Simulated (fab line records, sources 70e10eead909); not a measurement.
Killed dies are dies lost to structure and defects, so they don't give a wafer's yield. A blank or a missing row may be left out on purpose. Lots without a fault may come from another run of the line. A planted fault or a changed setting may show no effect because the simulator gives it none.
Chamber matching | flow nand_harc | NHARC_A_WL_FILL_CMP_12 on cmp-01: 4 sister chambers
The step polishes, t overpolish 30 s, target thk 100 nm. 22 wafers are shown with their chamber, then 11 later ones without.

WAFERS WITH THEIR CHAMBER
wafer  | chamber | time_to_endpoint_s (s) | motor_current_A (A) | overpolish_run_s (s)
L077.1 | 1       | 20.1                   | 12.7                | 30.007
L077.2 | 0       | 16.1                   | 13.0                | 30.015
L077.3 | 3       | 19.7                   | 13.3                | 30.003
L079.2 | 3       | 18.9                   | 13.3                | 30.007
L079.4 | 1       | 20.0                   | 12.4                | 30.002
L079.5 | 3       | 19.2                   | 12.8                | 30.018
L084.2 | 0       | 14.0                   | 12.5                | 30.008
L084.4 | 3       | 22.3                   | 12.4                | 30.007
L084.6 | 3       | 17.8                   | 12.8                | 30.005
L085.3 | 2       | 20.5                   | 13.8                | 29.995
L085.5 | 3       | 21.2                   | 13.4                | 29.996
L085.6 | 0       | 17.8                   | 12.6                | 29.991
L086.2 | 3       | 19.1                   | 12.5                | 30.001
L086.3 | 2       | 19.1                   | 12.9                | 30.014
L086.5 | 2       | 20.7                   | 13.6                | 29.986
L088.1 | 0       | 16.3                   | 12.7                | 29.997
L088.2 | 3       | 21.2                   | 13.7                | 30.001
L088.4 | 2       | 20.7                   | 13.7                | 30.009
L089.1 | 1       | 19.3                   | 13.2                | 29.995
L089.5 | 2       | 19.8                   | 13.5                | 29.991
L089.6 | 3       | 20.4                   | 13.3                | 30.003
L092.1 | 3       | 21.1                   | 13.4                | 30.007

SIGNATURES (means of the wafers above)
reading            | chamber 0 | chamber 1 | chamber 2 | chamber 3 | scatter within a chamber
time_to_endpoint_s | 16.050    | 19.800    | 20.160    | 20.090    | 1.22
motor_current_A    | 12.700    | 12.767    | 13.500    | 13.090    | 0.384
overpolish_run_s   | 30.00275  | 30.00133  | 29.99900  | 30.00480  | 0.00849
Rule: a wafer's distance from a chamber is the root of the sum, over the readings, of the square of ((its reading less the chamber's mean) divided by the reading's scatter). The wafer belongs to the nearest chamber; if the next one is less than 2 further off, it can't be placed. The scatter: the root of (the sum of the squares of (reading less its chamber's mean) over the shown wafers, divided by (wafers less chambers)).

WAFERS WITHOUT THEIR CHAMBER
wafer  | time_to_endpoint_s (s) | motor_current_A (A) | overpolish_run_s (s)
L092.3 | 19.4                   | 13.0                | 30.001
L092.5 | 18.8                   | 12.8                | 30.004
L096.1 | 13.7                   | 12.8                | 29.988
L096.2 | 20.0                   | 12.9                | 30.014
L096.3 | 19.3                   | 13.1                | 29.998
L096.4 | 17.2                   | 13.0                | 30.001
L096.5 | 17.0                   | 13.8                | 30.011
L096.6 | 19.3                   | 13.2                | 30.001
L097.2 | 20.0                   | 14.4                | 29.998
L097.3 | 14.7                   | 12.8                | 29.997
L097.4 | 17.0                   | 13.0                | 30.014

WHICH CHAMBER EACH WENT THROUGH
wafer  | from the rows above               | in truth
L092.3 | can't be placed: 1 or 3 or 2      | 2
L092.5 | can't be placed: 1 or 3 or 2 or 0 | 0
L096.1 | 0                                 | 0
L096.2 | can't be placed: 3 or 1 or 2      | 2
L096.3 | can't be placed: 3 or 1 or 2 or 0 | 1
L096.4 | can't be placed: 0 or 1 or 3 or 2 | 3
L096.5 | can't be placed: 2 or 0 or 3 or 1 | 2
L096.6 | can't be placed: 3 or 2 or 1      | 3
L097.2 | can't be placed: 2 or 3 or 1      | 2
L097.3 | 0                                 | 0
L097.4 | can't be placed: 0 or 3 or 1 or 2 | 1
Placed correctly: 2 of 11. Can't be placed from these rows: 9 (the true chamber is among the candidates in 9). Placed wrongly: 0.
